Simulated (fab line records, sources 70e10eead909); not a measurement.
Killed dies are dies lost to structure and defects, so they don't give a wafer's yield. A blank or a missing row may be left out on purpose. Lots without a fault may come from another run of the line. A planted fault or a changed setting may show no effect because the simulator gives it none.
Chamber matching | flow nand_harc | NHARC_A_CHANNEL_FILL_D1_CMP_10 on cmp-03: 4 sister chambers
The step polishes, target thk 150 nm. 4 wafers are shown with their chamber, then 9 later ones without.

WAFERS WITH THEIR CHAMBER
wafer  | chamber | motor_current_A (A)
L089.2 | 2       | 11.8
L086.3 | 3       | 12.5
L086.5 | 1       | 12.0
L086.6 | 0       | 12.9

WAFERS WITHOUT THEIR CHAMBER
wafer  | motor_current_A (A)
L094.2 | 11.3
L094.3 | 12.2
L094.6 | 11.6
L092.1 | 10.9
L092.2 | 12.7
L092.4 | 10.5
L093.3 | 11.4
L093.5 | 11.8
L093.6 | 13.1

WHICH CHAMBER EACH WENT THROUGH
wafer  | from the rows above               | in truth
L094.2 | can't be placed: 2 or 1 or 3 or 0 | 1
L094.3 | can't be placed: 1 or 3 or 2 or 0 | 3
L094.6 | can't be placed: 2 or 1 or 3 or 0 | 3
L092.1 | can't be placed: 2 or 1 or 3 or 0 | 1
L092.2 | can't be placed: 3 or 0 or 1 or 2 | 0
L092.4 | can't be placed: 2 or 1 or 3 or 0 | 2
L093.3 | can't be placed: 2 or 1 or 3 or 0 | 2
L093.5 | can't be placed: 2 or 1 or 3 or 0 | 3
L093.6 | can't be placed: 0 or 3 or 1 or 2 | 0
Placed correctly: 0 of 9. Can't be placed from these rows: 9 (the true chamber is among the candidates in 9). Placed wrongly: 0.
How it was worked out, from the rows above alone: a wafer's distance from a chamber is the root of the sum, over the readings, of the square of ((its reading less the chamber's mean) divided by the reading's scatter). The wafer belongs to the nearest chamber; if the next one is less than 2 further off, it can't be placed. A chamber's mean is the mean of its shown wafers. The scatter: with one shown wafer a chamber, the root of the mean of the squares of how far each hidden wafer lies from its nearest shown one.
